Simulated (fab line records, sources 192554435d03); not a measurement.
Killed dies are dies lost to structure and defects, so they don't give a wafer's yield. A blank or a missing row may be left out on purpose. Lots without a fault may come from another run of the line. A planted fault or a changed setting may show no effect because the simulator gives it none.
Split-lot experiment | flow n5_finfet | 7 lots, 39 wafers read, on a route of 1938 steps

THE SPLIT
At N5_MOL_CONTACT_COAG_VIA_ETCH_46 (etches SiO2 in C4F6/O2, target depth 46 nm, overetch 9.2 nm, time 40 s), the setting target_depth_a was moved away from the recipe's 460 angstrom on 15 of the 39 wafers read, by -50.2% to +33.8%. The other wafers ran this setting at the recipe's value.

The reading is taken at the split's own step.

THE READING
SOC_of_MOL_CONTACT_COAG_COAT_75.thk_nm (the simulator's own value, which no gauge read), in nm, at N5_MOL_CONTACT_COAG_VIA_ETCH_46 (etches SiO2 in C4F6/O2, target depth 46 nm, overetch 9.2 nm, time 40 s). The file gives no usual value for it. The 24 wafers here that ran the recipe average 50.6 nm, standard deviation 0.32 nm.

wafer  | tool, chamber at the split | target_depth_a as run, angstrom | against the recipe | SOC_of_MOL_CONTACT_COAG_COAT_75.thk_nm, nm | against lot-mates on the recipe
L074.1 | rie_diel-03, 2             | 460                             | recipe             | 51.2                                       | -
L074.2 | rie_diel-03, 3             | 229                             | -50.2%             | 53.6                                       | +2.5
L074.3 | rie_diel-03, 1             | 460                             | recipe             | 50.8                                       | -
L074.4 | rie_diel-03, 3             | 460                             | recipe             | 51.4                                       | -
L074.5 | rie_diel-03, 2             | 229                             | -50.2%             | 53.8                                       | +2.7
L074.6 | rie_diel-03, 1             | 229                             | -50.2%             | 53.4                                       | +2.3
L078.1 | rie_diel-03, 1             | 460                             | recipe             | 50.4                                       | -
L078.2 | rie_diel-03, 3             | 615.3                           | +33.8%             | 49.2                                       | -1.4
L078.3 | rie_diel-03, 0             | 615.3                           | +33.8%             | 48.8                                       | -1.8
L078.4 | rie_diel-03, 2             | 460                             | recipe             | 50.6                                       | -
L078.5 | rie_diel-03, 3             | 615.3                           | +33.8%             | 48.8                                       | -1.8
L078.6 | rie_diel-03, 0             | 460                             | recipe             | 50.8                                       | -
L082.1 | rie_diel-02, 3             | 355.2                           | -22.8%             | 52                                         | +1.4
L082.2 | rie_diel-02, 0             | 460                             | recipe             | 50.2                                       | -
L082.3 | rie_diel-02, 1             | 460                             | recipe             | 50.8                                       | -
L082.4 | rie_diel-02, 2             | 460                             | recipe             | 50.8                                       | -
L082.5 | rie_diel-02, 3             | 355.2                           | -22.8%             | 52                                         | +1.4
L082.6 | rie_diel-02, 2             | 355.2                           | -22.8%             | 52.2                                       | +1.6
L086.1 | rie_diel-02, 2             | 460                             | recipe             | 50.6                                       | -
L086.2 | rie_diel-02, 3             | 576.2                           | +25.3%             | 49                                         | -1.5
L086.3 | rie_diel-02, 1             | 460                             | recipe             | 50.6                                       | -
L086.4 | rie_diel-02, 0             | 576.2                           | +25.3%             | 48.4                                       | -2.1
L086.5 | rie_diel-02, 0             | 576.2                           | +25.3%             | 48.6                                       | -1.9
L086.6 | rie_diel-02, 1             | 460                             | recipe             | 50.4                                       | -
L089.1 | rie_diel-02, 1             | 250                             | -45.7%             | 53.2                                       | +2.8
L089.2 | rie_diel-02, 0             | 250                             | -45.7%             | 52.8                                       | +2.4
L089.3 | rie_diel-02, 3             | 460                             | recipe             | 50.6                                       | -
L089.4 | rie_diel-02, 3             | 460                             | recipe             | 50.6                                       | -
L089.5 | rie_diel-02, 1             | 250                             | -45.7%             | 53.2                                       | +2.8
L089.6 | rie_diel-02, 0             | 460                             | recipe             | 50                                         | -
L092.2 | rie_diel-03, 1             | 460                             | recipe             | 50.2                                       | -
L092.3 | rie_diel-03, 2             | 460                             | recipe             | 50.8                                       | -
L092.5 | rie_diel-03, 3             | 460                             | recipe             | 50.8                                       | -
L095.1 | rie_diel-02, 1             | 460                             | recipe             | 50.6                                       | -
L095.2 | rie_diel-02, 0             | 460                             | recipe             | 50.2                                       | -
L095.3 | rie_diel-02, 3             | 460                             | recipe             | 50.6                                       | -
L095.4 | rie_diel-02, 3             | 460                             | recipe             | 50.4                                       | -
L095.5 | rie_diel-02, 0             | 460                             | recipe             | 50.2                                       | -
L095.6 | rie_diel-02, 1             | 460                             | recipe             | 50.8                                       | -

THE FIT
A straight line over all 39 wafers: SOC_of_MOL_CONTACT_COAG_COAT_75.thk_nm changes by -0.0583 nm for each +1% of target_depth_a; r = -0.97; the points scatter about the line by 0.33 nm.
The same after taking each lot's own level away (the mean of its wafers on the recipe; 39 wafers): -0.0556 nm for each +1%; r = -0.98; scatter 0.29 nm.
On that fit, the largest move of target_depth_a shifts the reading by 2.8 nm.
The lots' own levels span 50.40 to 51.13 nm, that is 2.3 times the standard deviation above.
So the lot-to-lot level changes the slope little: the two slopes agree.
Check: with one of the wafers moved furthest among these (-50.2%) left out of the fit, the line predicts +2.82 nm for it against its lot-mates. It came out at +2.47 nm against them.

OTHER SPLITS ON THESE WAFERS
These wafers also went through other splits before the reading. Each is held against what the fit with the lots' levels taken away leaves over:
other split on the same wafers          | wafers away from the commonest value | r with SOC_of_MOL_CONTACT_COAG_COAT_75.thk_nm (lot level and that fit taken away)
N5_ZERO_LAYER_DEVELOP_10 develop_time_s | 12                                   | -0.12
N5_FIN_SAQP_ETCH_65 time_s              | 15                                   | +0.10
N5_HKMG_FIN_HK_ALD_01 ald_cycles        | 15                                   | +0.13

THE WHOLE CHAIN: every reading that the file lists as answering this split, in the file's order
step                            | what it does                                                           | reading                                                                                 | change (the file's fit)                                                                       | r (the file's)
N5_MOL_CONTACT_COAG_VIA_ETCH_46 | etches SiO2 in C4F6/O2, target depth 46 nm, overetch 9.2 nm, time 40 s | etch.depth_nm (the simulator's own value, which no gauge read)                          | not straight: 32.22 at the lowest setting, 45.99 at the recipe, 45.69 at the highest          | not given
N5_MOL_CONTACT_COAG_VIA_ETCH_46 | etches SiO2 in C4F6/O2, target depth 46 nm, overetch 9.2 nm, time 40 s | SOC_of_MOL_CONTACT_COAG_COAT_75.thk_nm (the simulator's own value, which no gauge read) | -0.0554 nm for each +1% of the setting                                                        | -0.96
N5_MOL_CONTACT_COAG_ETCH_47     | etches SiNx in CH3F/O2, stops on W, target depth 27 nm                 | etch_rf_on_time_s                                                                       | not straight: withheld at the lowest setting, withheld at the recipe, withheld at the highest | not given
N5_MOL_CONTACT_COAG_ETCH_47     | etches SiNx in CH3F/O2, stops on W, target depth 27 nm                 | etch.over_etch_s (the simulator's own value, which no gauge read)                       | not straight: 0 at the lowest setting, 5.168 at the recipe, 5.279 at the highest              | not given

THE FILE'S OWN FIT
SOC_of_MOL_CONTACT_COAG_COAT_75.thk_nm changes by -0.0554 nm for each +1% of target_depth_a, r = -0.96.
